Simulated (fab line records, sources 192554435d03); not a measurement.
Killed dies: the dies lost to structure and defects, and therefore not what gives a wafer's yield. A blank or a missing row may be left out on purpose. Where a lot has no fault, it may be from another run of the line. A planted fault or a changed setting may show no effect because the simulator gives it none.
Chamber matching / flow n5-finfet / N5_HKMG_FIN_ETCH_54 on rie-diel-05 has 4 sister chambers
The step etches SiARC in CF4, target depth 45.5 nm, time 75.8 s. 18 wafers are shown with their chamber, then 9 later ones without.

## WAFERS PAIRED WITH THEIR CHAMBERS
wafer=L074.1; chamber=2; showerhead-plenum-p-Torr (Torr)=2.12; throttle-valve-pct (%)=15.71; oes-product-au (a.u.)=0.61
wafer=L074.4; chamber=0; showerhead-plenum-p-Torr (Torr)=2.24; throttle-valve-pct (%)=15.57; oes-product-au (a.u.)=0.70
wafer=L074.5; chamber=1; showerhead-plenum-p-Torr (Torr)=2.19; throttle-valve-pct (%)=15.11; oes-product-au (a.u.)=0.76
wafer=L075.3; chamber=0; showerhead-plenum-p-Torr (Torr)=2.24; throttle-valve-pct (%)=15.58; oes-product-au (a.u.)=0.69
wafer=L075.4; chamber=2; showerhead-plenum-p-Torr (Torr)=2.12; throttle-valve-pct (%)=15.72; oes-product-au (a.u.)=0.60
wafer=L075.6; chamber=0; showerhead-plenum-p-Torr (Torr)=2.24; throttle-valve-pct (%)=15.57; oes-product-au (a.u.)=0.69
wafer=L078.2; chamber=1; showerhead-plenum-p-Torr (Torr)=2.18; throttle-valve-pct (%)=15.12; oes-product-au (a.u.)=0.74
wafer=L078.4; chamber=0; showerhead-plenum-p-Torr (Torr)=2.24; throttle-valve-pct (%)=15.59; oes-product-au (a.u.)=0.69
wafer=L078.5; chamber=1; showerhead-plenum-p-Torr (Torr)=2.18; throttle-valve-pct (%)=15.14; oes-product-au (a.u.)=0.74
wafer=L079.2; chamber=1; showerhead-plenum-p-Torr (Torr)=2.18; throttle-valve-pct (%)=15.13; oes-product-au (a.u.)=0.74
wafer=L079.3; chamber=0; showerhead-plenum-p-Torr (Torr)=2.24; throttle-valve-pct (%)=15.59; oes-product-au (a.u.)=0.69
wafer=L079.5; chamber=2; showerhead-plenum-p-Torr (Torr)=2.12; throttle-valve-pct (%)=15.74; oes-product-au (a.u.)=0.60
wafer=L084.2; chamber=2; showerhead-plenum-p-Torr (Torr)=2.11; throttle-valve-pct (%)=15.78; oes-product-au (a.u.)=0.60
wafer=L084.4; chamber=0; showerhead-plenum-p-Torr (Torr)=2.24; throttle-valve-pct (%)=15.62; oes-product-au (a.u.)=0.68
wafer=L084.6; chamber=3; showerhead-plenum-p-Torr (Torr)=2.10; throttle-valve-pct (%)=15.71; oes-product-au (a.u.)=0.79
wafer=L086.1; chamber=1; showerhead-plenum-p-Torr (Torr)=2.18; throttle-valve-pct (%)=15.18; oes-product-au (a.u.)=0.73
wafer=L086.3; chamber=0; showerhead-plenum-p-Torr (Torr)=2.24; throttle-valve-pct (%)=15.64; oes-product-au (a.u.)=0.67
wafer=L086.5; chamber=1; showerhead-plenum-p-Torr (Torr)=2.18; throttle-valve-pct (%)=15.15; oes-product-au (a.u.)=0.72

SIGNATURES (averages over the wafers above)
reading=showerhead-plenum-p-Torr; chamber 0=2.2400; chamber 1=2.1817; chamber 2=2.1175; chamber 3=2.1000; scatter within a chamber=0.00336
reading=throttle-valve-pct; chamber 0=15.5943; chamber 1=15.1383; chamber 2=15.7375; chamber 3=15.7100; scatter within a chamber=0.0269
reading=oes-product-au; chamber 0=0.6871; chamber 1=0.7383; chamber 2=0.6025; chamber 3=0.7900; scatter within a chamber=0.0104
Rule: for each reading, subtract the chamber's mean from the wafer's reading, divide by that reading's scatter and square the result; add these up over the readings and take the root, which gives the wafer's distance from the chamber. The wafer belongs to the nearest chamber; if the next one is less than 2 further off, it can't be placed. How the scatter is found: for the shown wafers, subtract from each reading the mean of its chamber, square and add these, divide the total by (wafers less chambers), then take the root.

## WAFERS MISSING THEIR CHAMBER
wafer=L089.3; showerhead-plenum-p-Torr (Torr)=2.11; throttle-valve-pct (%)=15.79; oes-product-au (a.u.)=0.59
wafer=L089.4; showerhead-plenum-p-Torr (Torr)=2.17; throttle-valve-pct (%)=15.19; oes-product-au (a.u.)=0.71
wafer=L089.5; showerhead-plenum-p-Torr (Torr)=2.18; throttle-valve-pct (%)=15.17; oes-product-au (a.u.)=0.72
wafer=L095.2; showerhead-plenum-p-Torr (Torr)=2.09; throttle-valve-pct (%)=15.77; oes-product-au (a.u.)=0.75
wafer=L095.4; showerhead-plenum-p-Torr (Torr)=2.17; throttle-valve-pct (%)=15.21; oes-product-au (a.u.)=0.70
wafer=L095.6; showerhead-plenum-p-Torr (Torr)=2.09; throttle-valve-pct (%)=15.74; oes-product-au (a.u.)=0.75
wafer=L096.3; showerhead-plenum-p-Torr (Torr)=2.11; throttle-valve-pct (%)=15.30; oes-product-au (a.u.)=0.81
wafer=L096.4; showerhead-plenum-p-Torr (Torr)=2.17; throttle-valve-pct (%)=15.22; oes-product-au (a.u.)=0.70
wafer=L096.5; showerhead-plenum-p-Torr (Torr)=2.17; throttle-valve-pct (%)=15.22; oes-product-au (a.u.)=0.70

## WHICH CHAMBER EACH WENT THROUGH
wafer=L089.3; from the rows above=2; in truth=2
wafer=L089.4; from the rows above=1; in truth=1
wafer=L089.5; from the rows above=1; in truth=1
wafer=L095.2; from the rows above=3; in truth=3
wafer=L095.4; from the rows above=1; in truth=1
wafer=L095.6; from the rows above=3; in truth=3
wafer=L096.3; from the rows above=3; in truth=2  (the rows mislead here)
wafer=L096.4; from the rows above=1; in truth=1
wafer=L096.5; from the rows above=1; in truth=1
8 of 9 placed correctly. Can't be placed from these rows: 0. Placed wrongly: 1.
